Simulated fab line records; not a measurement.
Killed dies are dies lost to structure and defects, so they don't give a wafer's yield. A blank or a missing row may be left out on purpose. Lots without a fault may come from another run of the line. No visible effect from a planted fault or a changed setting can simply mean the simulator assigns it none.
Which tool did it? / flow n5Finfet / 72 wafers from 24 lots sampled at 6 of the route's 1938 steps

WHAT THE GAUGES READ, wafer by wafer
N5_BEOL_M10_CD_MEAS_28: target cd 70 nm.
lot=L074; measured=day 9 19:45; on=cdSem-03; cdNm (nm)=70.1 69.1 70.6
lot=L076; measured=day 10 03:45; on=cdSem-01; cdNm (nm)=70.5 69.9 69.7
lot=L075; measured=day 10 03:55; on=cdSem-03; cdNm (nm)=68.9 71.6 70.7
lot=L077; measured=day 10 11:26; on=cdSem-03; cdNm (nm)=69.5 68.8 67.1
lot=L078; measured=day 10 21:27; on=cdSem-02; cdNm (nm)=70.1 68.9 69.9
lot=L079; measured=day 11 11:50; on=cdSem-01; cdNm (nm)=71.1 69.3 70.6
lot=L080; measured=day 11 11:40; on=cdSem-02; cdNm (nm)=70.0 70.6 69.4
lot=L081; measured=day 11 23:52; on=cdSem-03; cdNm (nm)=68.6 69.1 68.1
lot=L082; measured=day 12 06:55; on=cdSem-02; cdNm (nm)=69.3 69.6 68.6
lot=L083; measured=day 12 07:05; on=cdSem-01; cdNm (nm)=69.6 69.2 69.5
lot=L084; measured=day 12 10:14; on=cdSem-01; cdNm (nm)=69.5 68.3 69.7
lot=L085; measured=day 13 06:54; on=cdSem-01; cdNm (nm)=69.6 68.9 69.0
lot=L087; measured=day 13 09:55; on=cdSem-03; cdNm (nm)=69.7 70.2 69.8
lot=L089; measured=day 13 14:08; on=cdSem-02; cdNm (nm)=71.0 72.0 70.9
lot=L086; measured=day 13 13:58; on=cdSem-03; cdNm (nm)=70.6 70.1 69.9
lot=L088; measured=day 14 13:19; on=cdSem-02; cdNm (nm)=69.4 69.4 69.4
lot=L090; measured=day 14 16:08; on=cdSem-02; cdNm (nm)=69.4 70.1 69.6
lot=L091; measured=day 14 20:42; on=cdSem-01; cdNm (nm)=69.9 70.3 69.4
lot=L092; measured=day 14 20:32; on=cdSem-01; cdNm (nm)=68.7 68.7 69.4
lot=L093; measured=day 15 15:33; on=cdSem-02; cdNm (nm)=69.9 70.3 69.1
lot=L094; measured=day 15 19:17; on=cdSem-01; cdNm (nm)=69.3 68.8 69.5
lot=L097; measured=day 15 22:16; on=cdSem-03; cdNm (nm)=71.0 69.8 71.3
lot=L095; measured=day 16 02:19; on=cdSem-02; cdNm (nm)=70.2 70.1 69.8
lot=L096; measured=day 16 02:09; on=cdSem-02; cdNm (nm)=69.2 69.5 68.9

N5_BEOL_M10_RS_MEAS_57: measures by four-point-probe.
lot=L074; measured=day 9 22:50; on=filmMetro-02; M10_RS (ohm/sq)=0.154 0.154 0.154
lot=L076; measured=day 10 06:35; on=filmMetro-01; M10_RS (ohm/sq)=0.148 0.155 0.150
lot=L075; measured=day 10 08:34; on=filmMetro-01; M10_RS (ohm/sq)=0.152 0.150 0.148
lot=L077; measured=day 10 14:50; on=filmMetro-01; M10_RS (ohm/sq)=0.153 0.151 0.152
lot=L078; measured=day 11 03:16; on=filmMetro-02; M10_RS (ohm/sq)=0.151 0.151 0.152
lot=L079; measured=day 11 15:16; on=filmMetro-02; M10_RS (ohm/sq)=0.156 0.147 0.155
lot=L080; measured=day 11 14:44; on=filmMetro-02; M10_RS (ohm/sq)=0.150 0.152 0.157
lot=L081; measured=day 12 03:17; on=filmMetro-02; M10_RS (ohm/sq)=0.160 0.154 0.154
lot=L082; measured=day 12 11:35; on=filmMetro-01; M10_RS (ohm/sq)=0.150 0.154 0.148
lot=L083; measured=day 12 11:51; on=filmMetro-01; M10_RS (ohm/sq)=0.147 0.148 0.156
lot=L084; measured=day 12 13:01; on=filmMetro-02; M10_RS (ohm/sq)=0.153 0.149 0.149
lot=L085; measured=day 13 09:46; on=filmMetro-01; M10_RS (ohm/sq)=0.145 0.148 0.146
lot=L087; measured=day 13 13:37; on=filmMetro-01; M10_RS (ohm/sq)=0.148 0.148 0.148
lot=L089; measured=day 13 17:16; on=filmMetro-01; M10_RS (ohm/sq)=0.151 0.147 0.147
lot=L086; measured=day 13 16:49; on=filmMetro-01; M10_RS (ohm/sq)=0.155 0.148 0.148
lot=L088; measured=day 14 17:22; on=filmMetro-02; M10_RS (ohm/sq)=0.152 0.153 0.149
lot=L090; measured=day 14 19:23; on=filmMetro-02; M10_RS (ohm/sq)=0.146 0.145 0.147
lot=L091; measured=day 15 00:14; on=filmMetro-01; M10_RS (ohm/sq)=0.146 0.152 0.155
lot=L092; measured=day 14 23:53; on=filmMetro-02; M10_RS (ohm/sq)=0.146 0.145 0.147
lot=L093; measured=day 15 19:30; on=filmMetro-01; M10_RS (ohm/sq)=0.154 0.149 0.150
lot=L094; measured=day 15 23:34; on=filmMetro-01; M10_RS (ohm/sq)=0.148 0.147 0.147
lot=L097; measured=day 16 01:08; on=filmMetro-01; M10_RS (ohm/sq)=0.149 0.149 0.146
lot=L095; measured=day 16 05:40; on=filmMetro-02; M10_RS (ohm/sq)=0.151 0.148 0.143
lot=L096; measured=day 16 05:21; on=filmMetro-01; M10_RS (ohm/sq)=0.146 0.147 0.146

WHAT TOOL EACH LOT RAN ON (gives the tool, then ch and the chambers of the sampled wafers, and finally the start)
lot=L074; N5_BEOL_M9_DEGAS_44=pvdSputter-01, day 9 14:40; N5_BEOL_M9_PRE_CLEAN_45=pvdSputter-01, day 9 14:42; N5_BEOL_M10_ETCH_61=rieDiel-03 ch 0,1,3, day 9 18:44; N5_BEOL_M10_STRIP_67=rieDiel-03 ch 0,1,3, day 9 18:56
lot=L076; N5_BEOL_M9_DEGAS_44=pvdSputter-03, day 9 20:11; N5_BEOL_M9_PRE_CLEAN_45=pvdSputter-03, day 9 20:13; N5_BEOL_M10_ETCH_61=rieDiel-05 ch 0,3, day 10 01:52; N5_BEOL_M10_STRIP_67=rieDiel-05 ch 0,3, day 10 02:04
lot=L075; N5_BEOL_M9_DEGAS_44=pvdSputter-03, day 9 20:42; N5_BEOL_M9_PRE_CLEAN_45=pvdSputter-03, day 9 20:44; N5_BEOL_M10_ETCH_61=rieDiel-04 ch 1,2,3, day 10 01:58; N5_BEOL_M10_STRIP_67=rieDiel-04 ch 1,2,3, day 10 02:10
lot=L077; N5_BEOL_M9_DEGAS_44=pvdSputter-03, day 10 04:46; N5_BEOL_M9_PRE_CLEAN_45=pvdSputter-03, day 10 04:48; N5_BEOL_M10_ETCH_61=rieDiel-05 ch 0,1,3, day 10 08:29; N5_BEOL_M10_STRIP_67=rieDiel-05 ch 0,1,3, day 10 08:41
lot=L078; N5_BEOL_M9_DEGAS_44=pvdSputter-03, day 10 15:49; N5_BEOL_M9_PRE_CLEAN_45=pvdSputter-03, day 10 15:52; N5_BEOL_M10_ETCH_61=rieDiel-04 ch 0,3, day 10 19:30; N5_BEOL_M10_STRIP_67=rieDiel-04 ch 0,3, day 10 19:42
lot=L079; N5_BEOL_M9_DEGAS_44=pvdSputter-01, day 10 22:33; N5_BEOL_M9_PRE_CLEAN_45=pvdSputter-01, day 10 22:35; N5_BEOL_M10_ETCH_61=rieDiel-05 ch 1,2,3, day 11 06:54; N5_BEOL_M10_STRIP_67=rieDiel-05 ch 1,2,3, day 11 07:05
lot=L080; N5_BEOL_M9_DEGAS_44=pvdSputter-02, day 11 02:51; N5_BEOL_M9_PRE_CLEAN_45=pvdSputter-02, day 11 02:53; N5_BEOL_M10_ETCH_61=rieDiel-03 ch 0,2,3, day 11 10:22; N5_BEOL_M10_STRIP_67=rieDiel-03 ch 0,2,3, day 11 10:33
lot=L081; N5_BEOL_M9_DEGAS_44=pvdSputter-02, day 11 12:56; N5_BEOL_M9_PRE_CLEAN_45=pvdSputter-02, day 11 12:59; N5_BEOL_M10_ETCH_61=rieDiel-05 ch 1,2, day 11 21:00; N5_BEOL_M10_STRIP_67=rieDiel-05 ch 1,2, day 11 21:12
lot=L082; N5_BEOL_M9_DEGAS_44=pvdSputter-01, day 12 00:46; N5_BEOL_M9_PRE_CLEAN_45=pvdSputter-01, day 12 00:49; N5_BEOL_M10_ETCH_61=rieDiel-05 ch 1,2,3, day 12 04:28; N5_BEOL_M10_STRIP_67=rieDiel-05 ch 1,2,3, day 12 04:40
lot=L083; N5_BEOL_M9_DEGAS_44=pvdSputter-01, day 12 01:11; N5_BEOL_M9_PRE_CLEAN_45=pvdSputter-01, day 12 01:14; N5_BEOL_M10_ETCH_61=rieDiel-04 ch 0,1, day 12 06:13; N5_BEOL_M10_STRIP_67=rieDiel-04 ch 0,1, day 12 06:24
lot=L084; N5_BEOL_M9_DEGAS_44=pvdSputter-01, day 12 01:19; N5_BEOL_M9_PRE_CLEAN_45=pvdSputter-01, day 12 01:21; N5_BEOL_M10_ETCH_61=rieDiel-04 ch 0,1,3, day 12 07:51; N5_BEOL_M10_STRIP_67=rieDiel-04 ch 0,1,3, day 12 08:02
lot=L085; N5_BEOL_M9_DEGAS_44=pvdSputter-02, day 12 22:17; N5_BEOL_M9_PRE_CLEAN_45=pvdSputter-02, day 12 22:20; N5_BEOL_M10_ETCH_61=rieDiel-03 ch 1,2, day 13 05:00; N5_BEOL_M10_STRIP_67=rieDiel-03 ch 1,2, day 13 05:12
lot=L087; N5_BEOL_M9_DEGAS_44=pvdSputter-03, day 13 04:46; N5_BEOL_M9_PRE_CLEAN_45=pvdSputter-03, day 13 04:48; N5_BEOL_M10_ETCH_61=rieDiel-05 ch 0,1,2, day 13 08:31; N5_BEOL_M10_STRIP_67=rieDiel-05 ch 0,1,2, day 13 08:43
lot=L089; N5_BEOL_M9_DEGAS_44=pvdSputter-03, day 13 08:16; N5_BEOL_M9_PRE_CLEAN_45=pvdSputter-03, day 13 08:19; N5_BEOL_M10_ETCH_61=rieDiel-04 ch 0,3, day 13 12:01; N5_BEOL_M10_STRIP_67=rieDiel-04 ch 0,3, day 13 12:13
lot=L086; N5_BEOL_M9_DEGAS_44=pvdSputter-03, day 13 08:38; N5_BEOL_M9_PRE_CLEAN_45=pvdSputter-03, day 13 08:40; N5_BEOL_M10_ETCH_61=rieDiel-04 ch 0,2,3, day 13 12:49; N5_BEOL_M10_STRIP_67=rieDiel-04 ch 0,2,3, day 13 13:01
lot=L088; N5_BEOL_M9_DEGAS_44=pvdSputter-03, day 14 04:43; N5_BEOL_M9_PRE_CLEAN_45=pvdSputter-03, day 14 04:45; N5_BEOL_M10_ETCH_61=rieDiel-03 ch 2,3, day 14 11:03; N5_BEOL_M10_STRIP_67=rieDiel-03 ch 2,3, day 14 11:15
lot=L090; N5_BEOL_M9_DEGAS_44=pvdSputter-03, day 14 10:57; N5_BEOL_M9_PRE_CLEAN_45=pvdSputter-03, day 14 10:59; N5_BEOL_M10_ETCH_61=rieDiel-04 ch 0,1,2, day 14 15:04; N5_BEOL_M10_STRIP_67=rieDiel-04 ch 0,1,2, day 14 15:16
lot=L091; N5_BEOL_M9_DEGAS_44=pvdSputter-02, day 14 14:23; N5_BEOL_M9_PRE_CLEAN_45=pvdSputter-02, day 14 14:25; N5_BEOL_M10_ETCH_61=rieDiel-03 ch 1,2,3, day 14 18:19; N5_BEOL_M10_STRIP_67=rieDiel-03 ch 1,2,3, day 14 18:31
lot=L092; N5_BEOL_M9_DEGAS_44=pvdSputter-02, day 14 14:28; N5_BEOL_M9_PRE_CLEAN_45=pvdSputter-02, day 14 14:30; N5_BEOL_M10_ETCH_61=rieDiel-05 ch 0,2,3, day 14 18:41; N5_BEOL_M10_STRIP_67=rieDiel-05 ch 0,2,3, day 14 18:52
lot=L093; N5_BEOL_M9_DEGAS_44=pvdSputter-03, day 15 08:49; N5_BEOL_M9_PRE_CLEAN_45=pvdSputter-03, day 15 08:51; N5_BEOL_M10_ETCH_61=rieDiel-04 ch 0,3, day 15 12:29; N5_BEOL_M10_STRIP_67=rieDiel-04 ch 0,3, day 15 12:41
lot=L094; N5_BEOL_M9_DEGAS_44=pvdSputter-03, day 15 11:43; N5_BEOL_M9_PRE_CLEAN_45=pvdSputter-03, day 15 11:45; N5_BEOL_M10_ETCH_61=rieDiel-04 ch 1,2,3, day 15 17:01; N5_BEOL_M10_STRIP_67=rieDiel-04 ch 1,2,3, day 15 17:13
lot=L097; N5_BEOL_M9_DEGAS_44=pvdSputter-03, day 15 16:44; N5_BEOL_M9_PRE_CLEAN_45=pvdSputter-03, day 15 16:46; N5_BEOL_M10_ETCH_61=rieDiel-04 ch 0,1,2, day 15 20:48; N5_BEOL_M10_STRIP_67=rieDiel-04 ch 0,1,2, day 15 21:00
lot=L095; N5_BEOL_M9_DEGAS_44=pvdSputter-02, day 15 19:55; N5_BEOL_M9_PRE_CLEAN_45=pvdSputter-02, day 15 19:58; N5_BEOL_M10_ETCH_61=rieDiel-04 ch 0,1, day 15 23:56; N5_BEOL_M10_STRIP_67=rieDiel-04 ch 0,1, day 16 00:08
lot=L096; N5_BEOL_M9_DEGAS_44=pvdSputter-02, day 15 20:00; N5_BEOL_M9_PRE_CLEAN_45=pvdSputter-02, day 15 20:02; N5_BEOL_M10_ETCH_61=rieDiel-05 ch 1,2, day 15 23:46; N5_BEOL_M10_STRIP_67=rieDiel-05 ch 1,2, day 15 23:58
- N5_BEOL_M9_DEGAS_44: time 60 s.
- N5_BEOL_M9_PRE_CLEAN_45: time 30 s.
- N5_BEOL_M10_ETCH_61: etches SiARC in CF4, target depth 39 nm, time 65 s.
- N5_BEOL_M10_STRIP_67: strips in CF4.

WHAT THE TOOLS THEMSELVES READ (means of the sampled wafers that have a number; where no wafer has one, the mark that the record gives instead)
N5_BEOL_M9_DEGAS_44.
lot=L074; tool=pvdSputter-01; heaterPowerW (W)=321
lot=L076; tool=pvdSputter-03; heaterPowerW (W)=337
lot=L075; tool=pvdSputter-03; heaterPowerW (W)=346
lot=L077; tool=pvdSputter-03; heaterPowerW (W)=356
lot=L078; tool=pvdSputter-03; heaterPowerW (W)=370
lot=L079; tool=pvdSputter-01; heaterPowerW (W)=328
lot=L080; tool=pvdSputter-02; heaterPowerW (W)=343
lot=L081; tool=pvdSputter-02; heaterPowerW (W)=327
lot=L082; tool=pvdSputter-01; heaterPowerW (W)=336
lot=L083; tool=pvdSputter-01; heaterPowerW (W)=341
lot=L084; tool=pvdSputter-01; heaterPowerW (W)=331
lot=L085; tool=pvdSputter-02; heaterPowerW (W)=307
lot=L087; tool=pvdSputter-03; heaterPowerW (W)=377
lot=L089; tool=pvdSputter-03; heaterPowerW (W)=355
lot=L086; tool=pvdSputter-03; heaterPowerW (W)=340
lot=L088; tool=pvdSputter-03; heaterPowerW (W)=341
lot=L090; tool=pvdSputter-03; heaterPowerW (W)=315
lot=L091; tool=pvdSputter-02; heaterPowerW (W)=319
lot=L092; tool=pvdSputter-02; heaterPowerW (W)=320
lot=L093; tool=pvdSputter-03; heaterPowerW (W)=332
lot=L094; tool=pvdSputter-03; heaterPowerW (W)=348
lot=L097; tool=pvdSputter-03; heaterPowerW (W)=352
lot=L095; tool=pvdSputter-02; heaterPowerW (W)=310
lot=L096; tool=pvdSputter-02; heaterPowerW (W)=323

N5_BEOL_M9_PRE_CLEAN_45.
lot=L074; tool=pvdSputter-01; heaterPowerW (W)=323
lot=L076; tool=pvdSputter-03; heaterPowerW (W)=343
lot=L075; tool=pvdSputter-03; heaterPowerW (W)=350
lot=L077; tool=pvdSputter-03; heaterPowerW (W)=350
lot=L078; tool=pvdSputter-03; heaterPowerW (W)=371
lot=L079; tool=pvdSputter-01; heaterPowerW (W)=327
lot=L080; tool=pvdSputter-02; heaterPowerW (W)=338
lot=L081; tool=pvdSputter-02; heaterPowerW (W)=320
lot=L082; tool=pvdSputter-01; heaterPowerW (W)=331
lot=L083; tool=pvdSputter-01; heaterPowerW (W)=339
lot=L084; tool=pvdSputter-01; heaterPowerW (W)=329
lot=L085; tool=pvdSputter-02; heaterPowerW (W)=307
lot=L087; tool=pvdSputter-03; heaterPowerW (W)=377
lot=L089; tool=pvdSputter-03; heaterPowerW (W)=348
lot=L086; tool=pvdSputter-03; heaterPowerW (W)=344
lot=L088; tool=pvdSputter-03; heaterPowerW (W)=342
lot=L090; tool=pvdSputter-03; heaterPowerW (W)=321
lot=L091; tool=pvdSputter-02; heaterPowerW (W)=323
lot=L092; tool=pvdSputter-02; heaterPowerW (W)=326
lot=L093; tool=pvdSputter-03; heaterPowerW (W)=333
lot=L094; tool=pvdSputter-03; heaterPowerW (W)=343
lot=L097; tool=pvdSputter-03; heaterPowerW (W)=350
lot=L095; tool=pvdSputter-02; heaterPowerW (W)=303
lot=L096; tool=pvdSputter-02; heaterPowerW (W)=323

N5_BEOL_M10_ETCH_61.
lot=L074; tool=rieDiel-03; drypumpMotorCurrentA (A)=5.8; etchRfOnTimeS (s)=63.9; oesProductAu (a.u.)=0.69; rfVppV (V)=182.7; showerheadPlenumPTorr (Torr)=2.11; throttleValvePct (%)=15.57
lot=L076; tool=rieDiel-05; drypumpMotorCurrentA (A)=5.9; etchRfOnTimeS (s)=66.2; oesProductAu (a.u.)=0.58; rfVppV (V)=183.6; showerheadPlenumPTorr (Torr)=2.08; throttleValvePct (%)=15.55
lot=L075; tool=rieDiel-04; drypumpMotorCurrentA (A)=6.2; etchRfOnTimeS (s)=64.9; oesProductAu (a.u.)=0.61; rfVppV (V)=183.5; showerheadPlenumPTorr (Torr)=2.12; throttleValvePct (%)=15.61
lot=L077; tool=rieDiel-05; drypumpMotorCurrentA (A)=5.7; etchRfOnTimeS (s)=65.8; oesProductAu (a.u.)=0.58; rfVppV (V)=184.4; showerheadPlenumPTorr (Torr)=2.11; throttleValvePct (%)=15.52
lot=L078; tool=rieDiel-04; drypumpMotorCurrentA (A)=6.4; etchRfOnTimeS (s)=66.9; oesProductAu (a.u.)=0.60; rfVppV (V)=184.3; showerheadPlenumPTorr (Torr)=2.15; throttleValvePct (%)=15.47
lot=L079; tool=rieDiel-05; drypumpMotorCurrentA (A)=5.7; etchRfOnTimeS (s)=64.6; oesProductAu (a.u.)=0.67; rfVppV (V)=184.8; showerheadPlenumPTorr (Torr)=2.20; throttleValvePct (%)=15.49
lot=L080; tool=rieDiel-03; drypumpMotorCurrentA (A)=5.6; etchRfOnTimeS (s)=66.1; oesProductAu (a.u.)=0.63; rfVppV (V)=183.6; showerheadPlenumPTorr (Torr)=2.14; throttleValvePct (%)=15.85
lot=L081; tool=rieDiel-05; drypumpMotorCurrentA (A)=5.3; etchRfOnTimeS (s)=65.3; oesProductAu (a.u.)=0.67; rfVppV (V)=184.1; showerheadPlenumPTorr (Torr)=2.17; throttleValvePct (%)=15.50
lot=L082; tool=rieDiel-05; drypumpMotorCurrentA (A)=5.7; etchRfOnTimeS (s)=65.3; oesProductAu (a.u.)=0.66; rfVppV (V)=185.0; showerheadPlenumPTorr (Torr)=2.20; throttleValvePct (%)=15.50
lot=L083; tool=rieDiel-04; drypumpMotorCurrentA (A)=6.3; etchRfOnTimeS (s)=64.5; oesProductAu (a.u.)=0.75; rfVppV (V)=184.9; showerheadPlenumPTorr (Torr)=2.19; throttleValvePct (%)=15.20
lot=L084; tool=rieDiel-04; drypumpMotorCurrentA (A)=6.3; etchRfOnTimeS (s)=65.4; oesProductAu (a.u.)=0.68; rfVppV (V)=183.6; showerheadPlenumPTorr (Torr)=2.15; throttleValvePct (%)=15.33
lot=L085; tool=rieDiel-03; drypumpMotorCurrentA (A)=6.4; etchRfOnTimeS (s)=62.6; oesProductAu (a.u.)=0.74; rfVppV (V)=183.6; showerheadPlenumPTorr (Torr)=2.11; throttleValvePct (%)=15.49
lot=L087; tool=rieDiel-05; drypumpMotorCurrentA (A)=5.6; etchRfOnTimeS (s)=64.5; oesProductAu (a.u.)=0.73; rfVppV (V)=185.6; showerheadPlenumPTorr (Torr)=2.21; throttleValvePct (%)=15.37
lot=L089; tool=rieDiel-04; drypumpMotorCurrentA (A)=6.4; etchRfOnTimeS (s)=66.9; oesProductAu (a.u.)=0.59; rfVppV (V)=184.3; showerheadPlenumPTorr (Torr)=2.15; throttleValvePct (%)=15.50
lot=L086; tool=rieDiel-04; drypumpMotorCurrentA (A)=6.3; etchRfOnTimeS (s)=65.7; oesProductAu (a.u.)=0.68; rfVppV (V)=184.4; showerheadPlenumPTorr (Torr)=2.12; throttleValvePct (%)=15.50
lot=L088; tool=rieDiel-03; drypumpMotorCurrentA (A)=5.8; etchRfOnTimeS (s)=64.5; oesProductAu (a.u.)=0.76; rfVppV (V)=185.7; showerheadPlenumPTorr (Torr)=2.15; throttleValvePct (%)=15.70
lot=L090; tool=rieDiel-04; drypumpMotorCurrentA (A)=6.3; etchRfOnTimeS (s)=63.9; oesProductAu (a.u.)=0.80; rfVppV (V)=184.2; showerheadPlenumPTorr (Torr)=2.15; throttleValvePct (%)=15.22
lot=L091; tool=rieDiel-03; drypumpMotorCurrentA (A)=6.0; etchRfOnTimeS (s)=63.2; oesProductAu (a.u.)=0.73; rfVppV (V)=183.2; showerheadPlenumPTorr (Torr)=2.12; throttleValvePct (%)=15.60
lot=L092; tool=rieDiel-05; drypumpMotorCurrentA (A)=6.0; etchRfOnTimeS (s)=64.7; oesProductAu (a.u.)=0.78; rfVppV (V)=184.6; showerheadPlenumPTorr (Torr)=2.24; throttleValvePct (%)=15.19
lot=L093; tool=rieDiel-04; drypumpMotorCurrentA (A)=6.4; etchRfOnTimeS (s)=66.0; oesProductAu (a.u.)=0.74; rfVppV (V)=184.2; showerheadPlenumPTorr (Torr)=2.14; throttleValvePct (%)=15.22
lot=L094; tool=rieDiel-04; drypumpMotorCurrentA (A)=6.2; etchRfOnTimeS (s)=63.9; oesProductAu (a.u.)=0.73; rfVppV (V)=184.1; showerheadPlenumPTorr (Torr)=2.10; throttleValvePct (%)=15.37
lot=L097; tool=rieDiel-04; drypumpMotorCurrentA (A)=6.4; etchRfOnTimeS (s)=63.9; oesProductAu (a.u.)=0.78; rfVppV (V)=183.6; showerheadPlenumPTorr (Torr)=2.15; throttleValvePct (%)=15.24
lot=L095; tool=rieDiel-04; drypumpMotorCurrentA (A)=6.4; etchRfOnTimeS (s)=64.9; oesProductAu (a.u.)=0.78; rfVppV (V)=185.9; showerheadPlenumPTorr (Torr)=2.18; throttleValvePct (%)=15.08
lot=L096; tool=rieDiel-05; drypumpMotorCurrentA (A)=5.3; etchRfOnTimeS (s)=64.1; oesProductAu (a.u.)=0.79; rfVppV (V)=183.6; showerheadPlenumPTorr (Torr)=2.16; throttleValvePct (%)=15.25

N5_BEOL_M10_STRIP_67.
lot=L074; tool=rieDiel-03; drypumpMotorCurrentA (A)=5.8; oesProductAu (a.u.)=0.80; rfVppV (V)=270.0; showerheadPlenumPTorr (Torr)=1.77; throttleValvePct (%)=13.53
lot=L076; tool=rieDiel-05; drypumpMotorCurrentA (A)=6.0; oesProductAu (a.u.)=0.68; rfVppV (V)=269.2; showerheadPlenumPTorr (Torr)=1.74; throttleValvePct (%)=13.59
lot=L075; tool=rieDiel-04; drypumpMotorCurrentA (A)=6.2; oesProductAu (a.u.)=0.72; rfVppV (V)=269.9; showerheadPlenumPTorr (Torr)=1.78; throttleValvePct (%)=13.63
lot=L077; tool=rieDiel-05; drypumpMotorCurrentA (A)=5.7; oesProductAu (a.u.)=0.69; rfVppV (V)=271.9; showerheadPlenumPTorr (Torr)=1.77; throttleValvePct (%)=13.57
lot=L078; tool=rieDiel-04; drypumpMotorCurrentA (A)=6.4; oesProductAu (a.u.)=0.73; rfVppV (V)=271.9; showerheadPlenumPTorr (Torr)=1.80; throttleValvePct (%)=13.46
lot=L079; tool=rieDiel-05; drypumpMotorCurrentA (A)=5.7; oesProductAu (a.u.)=0.78; rfVppV (V)=272.7; showerheadPlenumPTorr (Torr)=1.84; throttleValvePct (%)=13.49
lot=L080; tool=rieDiel-03; drypumpMotorCurrentA (A)=5.6; oesProductAu (a.u.)=0.75; rfVppV (V)=270.8; showerheadPlenumPTorr (Torr)=1.79; throttleValvePct (%)=13.82
lot=L081; tool=rieDiel-05; drypumpMotorCurrentA (A)=5.3; oesProductAu (a.u.)=0.78; rfVppV (V)=271.1; showerheadPlenumPTorr (Torr)=1.83; throttleValvePct (%)=13.50
lot=L082; tool=rieDiel-05; drypumpMotorCurrentA (A)=5.7; oesProductAu (a.u.)=0.77; rfVppV (V)=272.3; showerheadPlenumPTorr (Torr)=1.84; throttleValvePct (%)=13.51
lot=L083; tool=rieDiel-04; drypumpMotorCurrentA (A)=6.3; oesProductAu (a.u.)=0.87; rfVppV (V)=272.4; showerheadPlenumPTorr (Torr)=1.83; throttleValvePct (%)=13.17
lot=L084; tool=rieDiel-04; drypumpMotorCurrentA (A)=6.2; oesProductAu (a.u.)=0.80; rfVppV (V)=272.2; showerheadPlenumPTorr (Torr)=1.79; throttleValvePct (%)=13.31
lot=L085; tool=rieDiel-03; drypumpMotorCurrentA (A)=6.4; oesProductAu (a.u.)=0.85; rfVppV (V)=270.8; showerheadPlenumPTorr (Torr)=1.77; throttleValvePct (%)=13.42
lot=L087; tool=rieDiel-05; drypumpMotorCurrentA (A)=5.6; oesProductAu (a.u.)=0.84; rfVppV (V)=272.5; showerheadPlenumPTorr (Torr)=1.86; throttleValvePct (%)=13.36
lot=L089; tool=rieDiel-04; drypumpMotorCurrentA (A)=6.4; oesProductAu (a.u.)=0.71; rfVppV (V)=271.1; showerheadPlenumPTorr (Torr)=1.80; throttleValvePct (%)=13.53
lot=L086; tool=rieDiel-04; drypumpMotorCurrentA (A)=6.4; oesProductAu (a.u.)=0.80; rfVppV (V)=271.1; showerheadPlenumPTorr (Torr)=1.78; throttleValvePct (%)=13.49
lot=L088; tool=rieDiel-03; drypumpMotorCurrentA (A)=5.8; oesProductAu (a.u.)=0.89; rfVppV (V)=272.3; showerheadPlenumPTorr (Torr)=1.80; throttleValvePct (%)=13.60
lot=L090; tool=rieDiel-04; drypumpMotorCurrentA (A)=6.4; oesProductAu (a.u.)=0.93; rfVppV (V)=271.3; showerheadPlenumPTorr (Torr)=1.80; throttleValvePct (%)=13.19
lot=L091; tool=rieDiel-03; drypumpMotorCurrentA (A)=6.0; oesProductAu (a.u.)=0.84; rfVppV (V)=270.5; showerheadPlenumPTorr (Torr)=1.77; throttleValvePct (%)=13.55
lot=L092; tool=rieDiel-05; drypumpMotorCurrentA (A)=5.9; oesProductAu (a.u.)=0.91; rfVppV (V)=273.4; showerheadPlenumPTorr (Torr)=1.88; throttleValvePct (%)=13.16
lot=L093; tool=rieDiel-04; drypumpMotorCurrentA (A)=6.4; oesProductAu (a.u.)=0.87; rfVppV (V)=270.8; showerheadPlenumPTorr (Torr)=1.79; throttleValvePct (%)=13.19
lot=L094; tool=rieDiel-04; drypumpMotorCurrentA (A)=6.2; oesProductAu (a.u.)=0.84; rfVppV (V)=269.7; showerheadPlenumPTorr (Torr)=1.76; throttleValvePct (%)=13.34
lot=L097; tool=rieDiel-04; drypumpMotorCurrentA (A)=6.3; oesProductAu (a.u.)=0.89; rfVppV (V)=271.2; showerheadPlenumPTorr (Torr)=1.80; throttleValvePct (%)=13.20
lot=L095; tool=rieDiel-04; drypumpMotorCurrentA (A)=6.3; oesProductAu (a.u.)=0.91; rfVppV (V)=271.9; showerheadPlenumPTorr (Torr)=1.82; throttleValvePct (%)=13.05
lot=L096; tool=rieDiel-05; drypumpMotorCurrentA (A)=5.3; oesProductAu (a.u.)=0.91; rfVppV (V)=271.8; showerheadPlenumPTorr (Torr)=1.81; throttleValvePct (%)=13.21

THE ANSWER, worked out from the rows above alone
Rule: the lots themselves supply what counts as usual. Put in order of their means at a reading, lots are off if they are a third of the lots or fewer, leave a main group of 4 or more, and stand apart from it by a gap of 3 or more times the standard deviation of the main group's means; of several such gaps the widest counts. The tables above print the reading to a certain number of digits; a main group whose means all agree to those digits is not used. A lot without any number at a reading at which 4 lots or more have one is off too. Where the step has rows for the other lots, those lots are counted as sound. First the gauges in route order, then the tools' own readings, where a lot's mean is used as printed above. The first step at which some lot is off is used, and at that step the reading that is off furthest; a lot without a number counts as furthest.
No lot is off on any of the readings shown, so nothing can be concluded from this.

WHAT THE SIMULATOR HAD INSERTED
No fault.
